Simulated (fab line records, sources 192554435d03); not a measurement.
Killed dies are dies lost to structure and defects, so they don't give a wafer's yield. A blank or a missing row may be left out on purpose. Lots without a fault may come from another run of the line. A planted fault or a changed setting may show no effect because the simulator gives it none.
fab line records | flow n5_finfet
record lots=6 wafers=16 last_day=18
route steps=1938 shown BEOL_M15@1797 PASSIVATION@1936
lots that met no fault: from a run of the same line without faults
start_h: hours from the record's first day to the start of the lot's first wafer shown | wait_h: hours since the lot's step before | " the same as in the row above | L1.1+2: a row that stands for several wafers | - no value, or no start given | * or withheld: withheld | < > ~ a bound
route shown NAME@n: a module of which the file shows steps, and the number in the route of the first | usual: mean/standard deviation of fault-free wafers | same: alike in all rows | chamber/n: place in a boat | sites: the reading at each site | _std_site: their standard deviation | _edge_site: outer sites' mean less inner sites' | radius_mm: how far each site lies from the wafer's centre | mask NAME#n: copy n | behind: the tool/chamber that last shaped the wafer | hold: why the lot was held/for how many hours/how that ended | device: the transistor (n, p or np) that didn't switch | end of line: the same wafers' tests at the end of the route | a step without rows: its recipe alone | killed: dies lost to structure and defects at the first sort, not the wafer's yield | map: a wafer's dies, x killed, . not, _ none there
set.NAME: the setting as run; set.NAME@STEP: as run at that earlier step | model.NAME: the simulator's own value behind a step, which no gauge read
lots at some steps of the route; a table a step, a row a wafer
services: from which hour (start_h, from the record's first day; less than 0 if before it) a tool's chamber was out of use, for how many hours, and why
## steps
# step N5_BEOL_M15_COAT_22
# recipe spin_rpm=1704 resist_thk_nm=800
# step N5_BEOL_M15_EBR_24
# recipe solvent=PGMEA ebr_width_mm=1.5
# step N5_BEOL_M15_SOFTBAKE_23
# recipe temp_c=130 time_s=60
# step N5_BEOL_M15_EXPOSE_25
# recipe mask_id=M15 na=0.8 source_shape=annular sigma_inner=0.5 sigma_outer=0.8 polarization=unpolarized target_cd_nm=400 dose_mj=35.5
# step N5_BEOL_M15_PEB_26
# recipe peb_temp_c=130 peb_time_s=90
# step N5_BEOL_M15_DEVELOP_27
# recipe develop_time_s=45 rinse_liquid=diw dry=air_spin dev_temp_c=21
# step N5_BEOL_M15_HARDBAKE_32
# recipe temp_c=130 time_s=120
# step N5_BEOL_M15_CD_MEAS_28
# recipe target_cd_nm=407.6 landing_energy_ev=500 detector=se_inlens
# usual cd_nm=407.0/1.8
# columns lot.wafer tool chamber start_h wait_h cd_nm
L722.1 cd_sem-03 0 256.68 - 406.5
L722.2 " 0 " " 407.3
L722.3 " 0 " " 405.7
L724.1 cd_sem-02 0 273.75 - 408.9
L724.4 " 0 " " 410.8
L724.6 " 0 " " 409.0
L731.2 cd_sem-01 0 328.55 - 406.1
L731.5 " 0 " " 405.9
L732.3 cd_sem-03 0 338.68 - 406.2
L732.5 " 0 " " 405.3
L742.2 cd_sem-01 0 387.66 - 409.1
L742.3 " 0 " " 410.3
L742.4 " 0 " " 406.4
L744.3 cd_sem-03 0 404.73 - 406.8
L744.5 " 0 " " 407.6
L744.6 " 0 " " 408.6
# step N5_BEOL_M15_OVL_MEAS_29
# recipe points_per_wafer=44
# usual M15_OVL=0/5.3
# same points_per_wafer=44
# columns lot.wafer tool chamber start_h wait_h M15_OVL[nm]
L722.1 overlay-01 0 256.71 0.0 10
L722.2 " 0 " " 6
L722.3 " 0 " " 7
L724.1 overlay-01 0 273.78 0.0 0
L724.4 " 0 " " 2
L724.6 " 0 " " -4
L731.2 overlay-01 0 328.58 0.0 1
L731.5 " 0 " " 2
L732.3 overlay-02 0 338.71 0.0 -11
L732.5 " 0 " " -5
L742.2 overlay-01 0 387.69 0.0 -12
L742.3 " 0 " " -9
L742.4 " 0 " " -2
L744.3 overlay-01 0 404.76 0.0 -6
L744.5 " 0 " " -10
L744.6 " 0 " " -3
# step N5_BEOL_M15_INSPECT_30
# recipe mode=adi inspect_instrument=macro
# usual raw_defect_count=2.1/1.4
# columns lot.wafer tool chamber start_h wait_h raw_defect_count
L722.1 defect_inspect-02 - 256.74 0.0 2
L722.2 " - " " 0
L722.3 " - " " 2
L724.1 defect_inspect-01 - 273.80 0.0 4
L724.4 " - " " 2
L724.6 " - " " 0
L731.2 defect_inspect-01 - 328.60 0.0 4
L731.5 " - " " 1
L732.3 defect_inspect-01 - 338.73 0.0 1
L732.5 " - " " 3
L742.2 defect_inspect-02 - 387.71 0.0 3
L742.3 " - " " 0
L742.4 " - " " 3
L744.3 defect_inspect-02 - 404.78 0.0 1
L744.5 " - " " 3
L744.6 " - " " 5
# step N5_BEOL_M15_DESCUM_33
# recipe chemistry=O2 time_s=7.9 source_power_w=50 bias_power_w=20 pressure_mtorr=20 rf_frequency_hz=2.712e+07 temp_c=40 o2_flow_sccm=225
# step N5_BEOL_M15_ETCH_61
# recipe chemistry=N2/H2 target=BARC target_depth_a=890 overetch_a=267 time_s=67.9 ion_energy_ev=200 pressure_mtorr=30 source_w=840 bias_w=150 n2_flow_sccm=200 h2_flow_sccm=200
# usual drypump_motor_current_A=5.7/0.34 h2_flow_sccm=200.0/0.63 oes_product_au=0.70/0.076 rf_vpp_V=523.7/2 showerhead_plenum_p_Torr=2.53/0.065 throttle_valve_pct=17.76/0.15
# columns lot.wafer tool chamber start_h wait_h drypump_motor_current_A h2_flow_sccm oes_product_au rf_hours_counter_h rf_vpp_V showerhead_plenum_p_Torr throttle_valve_pct
L722.1 rie_diel-05 3 256.81 0.0 5.6 200.3 0.59 233 523.3 2.51 17.92
L722.2 " 2 " " 5.9 201.2 0.60 235 522.5 2.51 17.94
L722.3 " 1 " " 5.3 201.3 0.64 167 524.0 2.54 17.69
L724.1 rie_diel-01 0 273.97 0.0 5.3 200.2 0.68 92 524.1 2.55 17.74
L724.4 " 0 " " 5.3 199.7 0.68 - 523.8 2.55 17.74
L724.6 " 3 " " 5.7 200.6 0.60 - 520.8 2.43 17.81
L731.2 rie_diel-01 3 328.98 0.0 5.7 198.9 0.60 190 520.6 2.42 17.85
L731.5 " 0 " " 5.3 200.0 0.66 - 523.9 2.54 17.79
L732.3 rie_diel-01 2 338.96 0.0 5.4 200.8 0.79 16 522.3 2.49 17.94
L732.5 " 3 " " 5.7 199.7 0.60 - 522.5 2.42 17.85
L742.2 rie_diel-04 1 387.78 0.0 6.3 200.4 0.76 31 524.6 2.58 17.66
L742.3 " 0 " " 5.7 200.3 0.73 54 525.5 2.60 17.72
L742.4 " 2 " " 6.2 200.2 0.68 94 522.8 2.47 17.48
L744.3 rie_diel-04 1 404.85 0.0 6.3 200.0 0.77 36 524.3 2.58 17.63
L744.5 " 3 " " 5.9 200.2 0.71 - 524.6 2.58 17.85
L744.6 " 2 " " 6.2 199.6 0.66 - 520.2 2.46 17.51
# step N5_BEOL_M15_TRENCH_ETCH_34
# recipe chemistry=C4F8/O2/Ar target=SiO2 target_depth_a=8729.3 he_inner_torr=15 he_outer_torr=30 time_s=199 ion_energy_ev=800 pressure_mtorr=20 source_w=1905 bias_w=2040 Ar_flow_sccm=400 C4F8_flow_sccm=16 O2_flow_sccm=12
# usual O2_flow_sccm=12.00/0.034 drypump_motor_current_A=5.7/0.34 oes_f_703_au=0.82/0.081 oes_product_au=0.82/0.095 rf_vpp_V=2223/42 showerhead_plenum_p_Torr=3.43/0.096 throttle_valve_pct=30.78/0.29
# columns lot.wafer tool chamber start_h wait_h O2_flow_sccm drypump_motor_current_A oes_f_703_au oes_product_au rf_hours_counter_h rf_vpp_V showerhead_plenum_p_Torr throttle_valve_pct model.etch.depth_nm model.coat_of_BEOL_M15_COAT_22.thk_nm model.BEOL_M15.cd_nm
L722.1 rie_diel-05 3 256.86 0.0 12.00 5.6 0.65 0.66 233 2199 3.42 31.04 838.1 555.2 398.4
L722.2 " 2 " " 12.00 5.9 0.69 0.70 235 2176 3.40 30.86 855.9 548.6 398.4
L722.3 " 1 " " 12.06 5.2 0.76 0.73 167 2191 3.43 30.60 859 546 399
L724.1 rie_diel-01 0 274.02 0.0 12.01 5.3 0.82 0.80 92 2163 3.47 30.99 878.1 541 401.6
L724.4 " 0 " " 11.97 5.3 0.82 0.79 - 2164 3.47 30.99 875.2 540 403.6
L724.6 " 3 " " 11.98 5.7 0.72 0.70 - 2247 3.26 30.56 847.1 551.2 403.4
L731.2 rie_diel-01 3 329.03 0.0 12.01 5.7 0.71 0.68 190 2245 3.25 30.55 833.1 555.2 400.2
L731.5 " 0 " " 11.96 5.3 0.79 0.98 - 2162 3.46 31.33 1243 472.8 402
L732.3 rie_diel-01 2 339.01 0.0 11.98 5.4 0.90 0.92 16 2253 3.39 31.16 860.8 544.8 400
L732.5 " 3 " " 11.97 5.7 0.71 0.87 - 2246 3.25 30.87 1211 474.8 402.8
L742.2 rie_diel-04 1 387.83 0.0 11.98 6.3 0.90 0.92 31 2285 3.49 30.78 914 530 401.2
L742.3 " 0 " " 11.98 5.6 0.85 0.86 54 2158 3.51 30.90 879.4 539.2 405
L742.4 " 2 " " 12.04 6.2 0.80 0.80 94 2231 3.31 30.14 889.7 532.4 399.4
L744.3 rie_diel-04 1 404.90 0.0 11.99 6.3 0.89 0.91 36 2283 3.49 30.79 917.4 527.4 398
L744.5 " 3 " " 12.00 5.9 0.81 0.83 - 2231 3.49 30.93 871.1 544.6 401.2
L744.6 " 2 " " 11.98 6.2 0.79 0.80 - 2230 3.31 30.17 900.2 528 403
# step N5_BEOL_M15_STRIP_36
# recipe chemistry=O2 power_w=600 temp_c=60 pressure_mtorr=30 rf_frequency_hz=6e+07 bias_power_w=0 overash_fraction=0.3 o2_flow_sccm=225
# step N5_BEOL_M15_STRIP_62
# recipe chemistry=O2 power_w=600 temp_c=60 pressure_mtorr=30 rf_frequency_hz=6e+07 bias_power_w=0 overash_fraction=0.3 o2_flow_sccm=225
# usual drypump_motor_current_A=5.6/0.31 oes_product_au=0.80/0.1 rf_vpp_V=3.6/0.46 showerhead_plenum_p_Torr=2.09/0.054 throttle_valve_pct=16.59/0.17
# columns lot.wafer tool chamber start_h wait_h drypump_motor_current_A oes_product_au rf_hours_counter_h rf_vpp_V showerhead_plenum_p_Torr throttle_valve_pct
L722.1 rie_diel-01 1 - - 5.5 0.71 196 3.8 2.09 16.71
L722.2 " 0 " " 5.3 0.79 86 3.9 2.11 16.60
L722.3 " 3 " " 5.6 0.71 164 3.7 2.00 16.56
L724.1 rie_diel-04 2 - - 6.2 0.84 57 2.9 2.06 16.24
L724.4 " 0 " " 5.6 0.94 15 4.0 2.14 16.38
L724.6 " 3 " " 5.9 0.90 - 4.0 2.13 16.41
L731.2 rie_diel-01 1 - - 5.5 0.70 221 3.5 2.08 16.75
L731.5 " 1 " " 5.5 0.70 - 4.0 2.08 16.75
L732.3 rie_diel-04 2 - - 6.2 0.80 81 4.3 2.05 16.28
L732.5 " 2 " " 6.2 0.81 - 3.2 2.05 16.29
L742.2 rie_diel-01 1 - - 5.5 0.69 240 2.9 2.07 16.79
L742.3 " 0 " " 5.3 0.76 131 3.3 2.10 16.68
L742.4 " 2 " " 5.4 0.89 33 3.9 2.05 16.74
L744.3 rie_diel-01 1 - - 5.5 0.68 246 3.3 2.07 16.82
L744.5 " 3 " " 5.7 0.69 - 3.3 1.99 16.68
L744.6 " 2 " " 5.4 0.87 - 3.8 2.05 16.77
# step N5_BEOL_M15_STRIP_37
# recipe chemistry=O2 power_w=600 temp_c=60 pressure_mtorr=30 rf_frequency_hz=6e+07 bias_power_w=0 overash_fraction=0.3 o2_flow_sccm=225
# usual drypump_motor_current_A=5.6/0.31 oes_product_au=0.80/0.1 rf_vpp_V=3.8/0.7 showerhead_plenum_p_Torr=2.09/0.054 throttle_valve_pct=16.59/0.17
# columns lot.wafer tool chamber start_h wait_h drypump_motor_current_A oes_product_au rf_hours_counter_h rf_vpp_V showerhead_plenum_p_Torr throttle_valve_pct
L722.1 rie_diel-01 1 - - 5.5 0.71 196 3.4 2.09 16.71
L722.2 " 0 " " 5.3 0.81 86 3.4 2.11 16.64
L722.3 " 3 " " 5.7 0.71 164 3.6 2.00 16.57
L724.1 rie_diel-04 2 - - 6.2 0.84 57 3.4 2.06 16.24
L724.4 " 0 " " 5.7 0.95 15 4.2 2.14 16.40
L724.6 " 3 " " 5.9 0.89 - 3.6 2.13 16.38
L731.2 rie_diel-01 1 - - 5.5 0.69 221 3.4 2.08 16.76
L731.5 " 1 " " 5.6 0.69 - 4.0 2.08 16.76
L732.3 rie_diel-04 2 - - 6.2 0.81 81 4.1 2.05 16.31
L732.5 " 2 " " 6.2 0.82 - 3.6 2.05 16.28
L742.2 rie_diel-01 1 - - 5.5 0.68 240 3.9 2.07 16.80
L742.3 " 0 " " 5.3 0.75 131 3.3 2.10 16.70
L742.4 " 2 " " 5.4 0.88 33 4.4 2.05 16.74
L744.3 rie_diel-01 1 - - 5.5 0.68 246 3.3 2.07 16.82
L744.5 " 3 " " 5.7 0.67 - 5.0 1.99 16.64
L744.6 " 2 " " 5.4 0.87 - 4.5 2.05 16.77
# step N5_BEOL_M15_ETCH_38
# recipe chemistry=CF4/N2 target=SiCN target_depth_a=1064 taper_deg=2 time_s=120.5 ion_energy_ev=150 mask_material=SiO2 pressure_mtorr=40 source_w=430 bias_w=70 Ar_flow_sccm=100 cf4_flow_sccm=60 n2_flow_sccm=60
# step N5_BEOL_M15_PRECLEAN_39
# recipe chemistry=residue_remover time_s=60 temp_c=40
# step N5_BEOL_M15_SRD_40
# recipe time_s=30 temp_c=23 rinse_liquid=diw dry=n2_spin spin_rpm=1500 dry_time_s=30
# step N5_BEOL_M15_DEGAS_41
# recipe ambient=vacuum temp_c=300 time_s=60
# step N5_BEOL_M15_PRE_CLEAN_42
# recipe gas=H2/He time_s=30 temp_c=300
# step N5_BEOL_M15_SPUTTER_43
# recipe material=TaN target_thk_a=150 temp_c=50 bias_v=168.6 power_w=15000 chamber_pressure_pa=0.12 time_s=24.19
# step N5_BEOL_M15_SPUTTER_44
# recipe material=Ta target_thk_a=150 temp_c=50 bias_v=80 power_w=15000 chamber_pressure_pa=0.07 time_s=24.19
# usual cathode_dc_power_W=15000/2.8 throttle_valve_pct=29.8/1.2
# columns lot.wafer tool chamber start_h wait_h cathode_dc_power_W throttle_valve_pct
L722.1 pvd_sputter-01 - 261.72 0.0 15003 28.3
L722.2 " - " " 14994 28.3
L722.3 " - " " 14997 29.9
L724.1 pvd_sputter-01 - 275.17 0.0 14998 28.3
L724.4 " - " " 14994 29.8
L724.6 " - " " 14997 30.9
L731.2 pvd_sputter-02 - 332.54 0.0 15001 29.0
L731.5 " - " " 15000 30.7
L732.3 pvd_sputter-02 - 340.74 0.0 15001 31.0
L732.5 " - " " 15005 28.1
L742.2 pvd_sputter-01 - 389.96 0.0 15002 28.4
L742.3 " - " " 15000 28.4
L742.4 " - " " 14995 31.1
L744.3 pvd_sputter-02 - 409.67 0.0 14993 28.3
L744.5 " - " " 14999 28.8
L744.6 " - " " 14998 31.6
# step N5_BEOL_M15_SPUTTER_45
# recipe material=Cu target_thk_a=1000 temp_c=-20 bias_v=60 power_w=26000 chamber_pressure_pa=0.13 time_s=16.67
# step N5_BEOL_M15_ECD_47
# recipe material=Cu target_thk_a=18600
# step N5_BEOL_M15_ANNEAL_48
# recipe temp_c=225 time_s=90 ambient=N2
# usual wafer_temp_C_max=225.83/0.23
# columns lot.wafer tool chamber start_h wait_h wafer_temp_C_max
L722.1 rtp_anneal-02 0 262.17 0.2 225.87
L722.2 " 0 " " 226.09
L722.3 " 0 " " 226.10
L724.1 rtp_anneal-02 0 275.69 0.3 225.63
L724.4 " 0 " " 225.85
L724.6 " 0 " " 225.80
L731.2 rtp_anneal-01 0 333.39 0.6 226.14
L731.5 " 0 " " 226.18
L732.3 rtp_anneal-01 0 341.77 0.7 225.39
L732.5 " 0 " " 225.79
L742.2 rtp_anneal-02 0 390.56 0.3 225.91
L742.3 " 0 " " 226.08
L742.4 " 0 " " 225.77
L744.3 rtp_anneal-02 0 410.20 0.2 225.53
L744.5 " 0 " " 225.63
L744.6 " 0 " " 225.39
# step N5_BEOL_M15_CMP_49
# recipe stop_on=SiO2 t_overpolish_s=4.9 down_force_psi=2 platen_rpm=80 clearing_platen_down_force_psi=2 clearing_platen_rpm=80 post_cmp_clean=cu_alkaline target_thk_nm=850 clearing_platen_pad_velocity_m_s=1.5917 pad_velocity_m_s=1.5917
# usual clearing_platen_rpm=80.00/0.042 head_pressure_psi=2.000/0.0044 motor_current_A=7.4/1
# columns lot.wafer tool chamber start_h wait_h clearing_platen_rpm head_pressure_psi motor_current_A model.Cu_of_BEOL_M15_ECD_47.thk_nm
L722.2 cmp-03 1 262.47 0.2 79.99 1.994 8.7 833
L722.3 " 2 " " 80.00 2.000 6.0 834.6
L722.1 " 0 " " 80.02 1.992 7.2 814.6
L724.1 cmp-03 1 275.99 0.3 80.05 2.005 8.2 856.4
L724.4 " 2 " " 80.03 1.997 5.8 853.6
L724.6 " 2 " " 80.06 2.003 5.8 826
L731.2 cmp-03 3 333.72 0.3 80.02 1.995 8.4 810
L731.5 " 2 " " 79.98 2.004 6.1 1221
L732.3 cmp-04 3 342.05 0.2 79.96 2.001 8.5 836.8
L732.5 " 2 " " 79.99 2.003 6.9 1188
L742.4 cmp-03 2 390.82 0.1 79.91 2.006 5.8 867.8
L742.2 " 3 " " 79.99 2.003 9.0 889.8
L742.3 " 0 " " 80.05 1.995 7.4 856.8
L744.3 cmp-03 3 410.48 0.2 80.05 1.997 8.5 893.8
L744.6 " 1 " " 79.94 1.999 8.0 878
L744.5 " 2 " " 80.00 2.003 6.0 849.2
# step N5_BEOL_M15_THK_MEAS_50
# recipe thk_meas_gauge=xrf reads=Cu_of_BEOL_M15_ECD_47
# usual M15_THK=871/22
# columns lot.wafer tool chamber start_h wait_h M15_THK[nm]
L722.1 film_metro-02 - 262.77 - 840
L722.2 " - " " 856
L722.3 " - " " 863
L724.1 film_metro-01 - 276.28 - 872
L724.4 " - " " 873
L724.6 " - " " 849
L731.2 film_metro-02 - 333.94 - 831
L731.5 " - " " 1258
L732.3 film_metro-01 - 342.27 - 853
L732.5 " - " " 1212
L742.2 film_metro-01 - 391.11 - 913
L742.3 " - " " 878
L742.4 " - " " 890
L744.3 film_metro-01 - 410.70 - 907
L744.5 " - " " 860
L744.6 " - " " 889
# step N5_BEOL_M15_PRE_CLEAN_52
# recipe gas=NH3 time_s=15 temp_c=withheld rf_power_w=300
# step N5_BEOL_M15_DEP_53
# recipe material=SiCN target_thk_a=500 temp_c=withheld precursor=3MS/NH3 pressure_torr=3 rf_w=675 time_s=17.8
# step N5_BEOL_M15_RS_MEAS_54
# recipe thk_meas_gauge=four-point-probe reads=Cu_of_BEOL_M15_ECD_47+Ta_of_BEOL_M15_SPUTTER_44+TaN_of_BEOL_M15_SPUTTER_43
# usual M15_RS=0.0216/0.00054
# columns lot.wafer tool chamber start_h wait_h M15_RS[ohm/sq]
L722.1 film_metro-02 - 262.89 0.0 0.0226
L722.2 " - " " 0.0220
L722.3 " - " " 0.0220
L724.1 film_metro-01 - 276.44 0.1 0.0214
L724.4 " - " " 0.0215
L724.6 " - " " 0.0222
L731.2 film_metro-01 - 334.07 0.1 0.0226
L731.5 " - " " 0.0150
L732.3 film_metro-01 - 342.43 0.1 0.0219
L732.5 " - " " 0.0154
L742.2 film_metro-01 - 391.26 0.1 0.0206
L742.3 " - " " 0.0214
L742.4 " - " " 0.0211
L744.3 film_metro-01 - 410.83 0.1 0.0205
L744.5 " - " " 0.0216
L744.6 " - " " 0.0208
# step N5_BEOL_M15_INSPECT_55
# recipe inspect_instrument=darkfield mode=post_dep
# usual raw_defect_count=69/23
# columns lot.wafer tool chamber start_h wait_h raw_defect_count
L722.1 defect_inspect-01 - 262.92 0.0 55
L722.2 " - " " 53
L722.3 " - " " 78
L724.1 defect_inspect-01 - 276.47 0.0 49
L724.4 " - " " 61
L724.6 " - " " 32
L731.2 defect_inspect-01 - 334.09 0.0 81
L731.5 " - " " 96
L732.3 defect_inspect-01 - 342.46 0.0 87
L732.5 " - " " 88
L742.2 defect_inspect-01 - 391.28 0.0 86
L742.3 " - " " 72
L742.4 " - " " 81
L744.3 defect_inspect-01 - 410.86 0.0 143
L744.5 " - " " 89
L744.6 " - " " 89
# step N5_PASSIVATION_PROBE_49
# usual defect_limited_yield=91.0/1.5 killed_at_M0_to_M3=33/9.4 killed_at_M4_up=14/4.8 killed_at_contacts=13/7.3 killed_at_front_end=43/13 killed_at_other=3.6/2.9 killed_dies=106/18 killed_open=69/13 killed_short=35/8.2 sort_bin_5_function=5.3/1 sort_bin_6_memory=3.3/0.68 sort_bin_8_speed=0.01/0.027 sort_n_pass=1074/18 sort_yield_pct=91.0/1.5
# same gross_dies=1180 killed_at_back_side=0 sort_bin_4_leakage[%]=0
# columns lot.wafer tool chamber start_h wait_h defect_limited_yield[%] killed_at_M0_to_M3 killed_at_M4_up killed_at_contacts killed_at_front_end killed_at_other killed_dies killed_open killed_short sort_bin_5_function[%] sort_bin_6_memory[%] sort_bin_8_speed[%] sort_n_pass sort_yield_pct[%]
L722.1 prober-02 - 277.08 0.2 92.2 41 9 12 27 3 92 55 36 4.7 2.9 0.08 1087 92.1
L722.2 prober-02 - 277.13 0.3 90.1 42 14 18 41 2 117 87 29 5.6 3.8 0 1063 90.1
L722.3 prober-02 - 277.18 0.3 90.7 30 14 25 39 2 110 79 31 5.8 3.3 0 1070 90.7
L724.1 prober-02 - 290.21 0.0 90.0 41 17 4 55 1 118 81 37 6.4 3.3 0 1062 90.0
L724.4 prober-02 - 290.36 0.2 90.3 41 7 24 42 0 114 76 37 5.3 4.2 0 1066 90.3
L724.6 prober-02 - 290.46 0.3 90.8 38 15 17 36 2 108 68 36 5.0 3.5 0 1072 90.8
L731.2 prober-01 - 350.94 0.1 92.1 28 9 11 43 2 93 58 30 4.2 3.0 0.17 1085 91.9
L731.5 prober-01 - 351.09 0.2 91.2 32 20 13 39 0 104 67 36 5.6 3.0 0 1076 91.2
L732.3 prober-02 - 356.65 0.1 90.1 26 18 17 54 2 117 81 35 5.5 4.2 0 1063 90.1
L732.5 prober-02 - 356.75 0.2 91.4 31 21 7 39 3 101 65 35 5.6 2.6 0 1079 91.4
L742.2 prober-02 - 404.24 0.1 90.8 30 7 10 58 3 108 70 32 5.0 3.4 0 1072 90.8
L742.3 prober-02 - 404.29 0.1 89.7 29 14 8 68 3 122 78 40 5.8 4.1 0 1058 89.7
L742.4 prober-02 - 404.34 0.2 88.1 33 6 15 84 2 140 92 45 6.4 4.8 0 1040 88.1
L744.3 prober-01 - 428.23 0.1 93.3 33 11 4 25 6 79 52 25 3.8 2.5 0 1101 93.3
L744.5 prober-01 - 428.33 0.2 91.1 42 14 6 40 3 105 72 32 5.6 3.1 0 1075 91.1
L744.6 prober-01 - 428.38 0.3 91.6 32 15 20 22 10 99 61 37 4.5 3.5 0 1081 91.6
# killed by level:class
L722.1 BEOL_M0_SAQP:geometric_particle:short=14 MOL_CONTACT_COAG:geometric_particle:open=10 BEOL_M0_SAQP:geometric_particle:open=7 BEOL_M0:geometric_particle:short=5 BEOL_M2:geometric_particle:open=5 FIN_SAQP:geometric_particle:open=4 BEOL_M3:geometric_particle:open=4 STARTING-WAFER:geometric_particle:open=4
L722.2 MOL_CONTACT_COAG:geometric_particle:open=16 BEOL_M3:geometric_particle:open=15 STI_FIN_REVEAL:geometric_particle:open=12 BEOL_M2:geometric_particle:open=8 BEOL_M4:geometric_particle:open=8 DUMMY_GATE:geometric_particle:open=7 BEOL_M0_SAQP:geometric_particle:open=6 BEOL_M0_SAQP:geometric_particle:short=6
L722.3 MOL_CONTACT_COAG:geometric_particle:open=21 STI_FIN_REVEAL:geometric_particle:open=11 DUMMY_GATE:geometric_particle:open=11 BEOL_M2:geometric_particle:open=9 BEOL_M1:geometric_particle:open=6 BEOL_M3:geometric_particle:open=5 BEOL_M4:geometric_particle:open=5 GATE_CUT:geometric_particle:short=4
L724.1 BEOL_M2:geometric_particle:open=11 GATE_CUT:geometric_particle:open=9 BEOL_M0_SAQP:geometric_particle:short=9 BEOL_M1:geometric_particle:open=9 BEOL_M5:geometric_particle:open=9 FIN_SAQP:geometric_particle:short=8 STI_FIN_REVEAL:geometric_particle:open=8 GATE_CUT:geometric_particle:short=6
L724.4 MOL_CONTACT_COAG:geometric_particle:open=22 STI_FIN_REVEAL:geometric_particle:open=11 BEOL_M2:geometric_particle:open=11 GATE_CUT:geometric_particle:short=9 DUMMY_GATE:geometric_particle:open=6 BEOL_M1:geometric_particle:short=6 BEOL_M2:geometric_particle:short=6 STI_FIN_REVEAL:geometric_particle:short=4
L724.6 MOL_CONTACT_COAG:geometric_particle:open=11 BEOL_M2:geometric_particle:open=9 GATE_CUT:geometric_particle:short=8 BEOL_M0_SAQP:geometric_particle:open=8 FIN_SAQP:geometric_particle:open=7 MOL_CONTACT_COAG:geometric_particle:short=6 GATE_CUT:geometric_particle:open=5 BEOL_M1:geometric_particle:open=5
L731.2 FIN_SAQP:geometric_particle:open=10 MOL_CONTACT_COAG:geometric_particle:open=10 FIN_SAQP:geometric_particle:short=9 BEOL_M2:geometric_particle:open=7 STI_FIN_REVEAL:geometric_particle:open=5 BEOL_M0_SAQP:geometric_particle:open=5 GATE_CUT:geometric_particle:short=4 BEOL_M0_SAQP:geometric_particle:short=4
L731.5 MOL_CONTACT_COAG:geometric_particle:open=11 FIN_SAQP:geometric_particle:short=9 BEOL_M2:geometric_particle:open=7 DUMMY_GATE:geometric_particle:open=6 BEOL_M1:geometric_particle:open=6 STI_FIN_REVEAL:geometric_particle:open=5 BEOL_M3:geometric_particle:open=5 FIN_SAQP:geometric_particle:open=4
L732.3 MOL_CONTACT_COAG:geometric_particle:open=16 DUMMY_GATE:geometric_particle:open=15 FIN_SAQP:geometric_particle:open=7 BEOL_M2:geometric_particle:open=7 BEOL_M3:geometric_particle:open=7 FIN_SAQP:geometric_particle:short=6 STI_FIN_REVEAL:geometric_particle:open=6 DUMMY_GATE:geometric_particle:short=6
L732.5 STI_FIN_REVEAL:geometric_particle:open=13 BEOL_M0_SAQP:geometric_particle:short=9 BEOL_M3:geometric_particle:open=9 BEOL_M2:geometric_particle:open=7 BEOL_M6:geometric_particle:open=6 STARTING-WAFER:geometric_particle:short=6 GATE_CUT:geometric_particle:short=5 MOL_CONTACT_COAG:geometric_particle:open=5
L742.2 FIN_SAQP:geometric_particle:open=12 BEOL_M3:geometric_particle:open=9 MOL_CONTACT_COAG:geometric_particle:open=9 STI_FIN_REVEAL:geometric_particle:open=7 ILD0:geometric_particle:short=7 BEOL_M1:geometric_particle:open=7 GATE_CUT:geometric_particle:short=5 BEOL_M0_SAQP:geometric_particle:open=5
L742.3 STI_FIN_REVEAL:geometric_particle:open=22 FIN_SAQP:geometric_particle:short=14 BEOL_M3:geometric_particle:open=12 FIN_SAQP:geometric_particle:open=9 MOL_CONTACT_COAG:geometric_particle:open=6 GATE_CUT:geometric_particle:short=5 BEOL_M4:geometric_particle:open=5 BEOL_M0_SAQP:geometric_particle:open=4
L742.4 STI_FIN_REVEAL:geometric_particle:open=32 MOL_CONTACT_COAG:geometric_particle:open=10 BEOL_M1:geometric_particle:open=10 FIN_SAQP:geometric_particle:short=8 FIN_SAQP:geometric_particle:open=8 STI_FIN_REVEAL:geometric_particle:short=7 BEOL_M3:geometric_particle:open=7 STARTING-WAFER:geometric_particle:short=6
L744.3 BEOL_M0_SAQP:geometric_particle:open=11 BEOL_M1:geometric_particle:short=7 STI_FIN_REVEAL:geometric_particle:open=7 BEOL_M3:geometric_particle:open=6 FIN_SAQP:geometric_particle:short=5 BEOL_M2:geometric_particle:open=4 BEOL_M4:geometric_particle:open=4 BEOL_M5:geometric_particle:open=4
L744.5 BEOL_M3:geometric_particle:open=12 GATE_CUT:geometric_particle:open=11 BEOL_M0_SAQP:geometric_particle:open=9 STI_FIN_REVEAL:geometric_particle:open=8 BEOL_M0_SAQP:geometric_particle:short=8 BEOL_M2:geometric_particle:open=8 BEOL_M6:geometric_particle:open=6 GATE_CUT:geometric_particle:short=5
L744.6 MOL_CONTACT_COAG:geometric_particle:open=13 BEOL_M3:geometric_particle:open=10 MOL_CONTACT_COAG:geometric_particle:short=7 BEOL_M4:geometric_particle:open=7 BEOL_M0_SAQP:geometric_particle:open=6 BEOL_M0_SAQP:geometric_particle:short=5 BEOL_M1:geometric_particle:short=3 DUMMY_GATE:geometric_particle:open=3
## services
# columns tool chamber start_h hours kind
rie_diel-01 2 236.17 32.3 repair
rie_diel-01 - 236.82 0.8 repair
rtp_anneal-01 - 243.40 3.5 pm
rie_diel-04 1 253.83 13.9 repair
rie_diel-01 2 268.72 - clean
rie_diel-01 2 268.72 - consumable_replace:focus_ring
rie_diel-01 2 268.72 27.5 scheduled_down
rie_diel-01 2 268.72 27.5 vent_cycle
rie_diel-01 1 279.30 8.4 repair
rie_diel-01 3 286.15 4.1 repair
rie_diel-04 3 287.19 4.6 repair
pvd_sputter-02 - 288.76 8.9 repair
cmp-04 - 289.99 2.2 pm
cmp-04 - 295.23 1.3 repair
rie_diel-05 - 295.90 14.6 pm
cmp-03 - 297.84 1.4 repair
pvd_sputter-01 - 326.48 1.0 repair
cmp-03 - 329.41 1.3 repair
cmp-04 - 332.19 4.0 pm
cmp-04 - 350.68 1.3 repair
pvd_sputter-01 - 367.91 3.0 repair
cmp-03 - 368.18 1.9 repair
rie_diel-04 - 382.56 2.8 pm
cmp-03 - 393.14 0.6 repair
## key
first_sign step=N5_BEOL_M15_THK_MEAS_50 reading=M15_THK direction=up sigmas=16 usual=871 struck=1235
effect step=N5_BEOL_M15_RS_MEAS_54 reading=M15_RS direction=down sigmas=12 usual=0.0216 struck=0.0152
model_effect step=N5_BEOL_M15_TRENCH_ETCH_34 value=etch.depth_nm without=859.1 struck=1227
model_effect step=N5_BEOL_M15_CMP_49 value=Cu_of_BEOL_M15_ECD_47.thk_nm without=836.1 struck=1204
met_at N5_BEOL_M15_TRENCH_ETCH_34
struck_wafers L731.5,L732.5
onset_between 274.02 329.03
fault kind=process_parameter_drift tool=rie_diel-01 chamber=- onset_h=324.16 steps=N5_BEOL_M15_TRENCH_ETCH_34 channel=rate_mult offset=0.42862 shape=step end_h=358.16 scope=struck_wafers_only
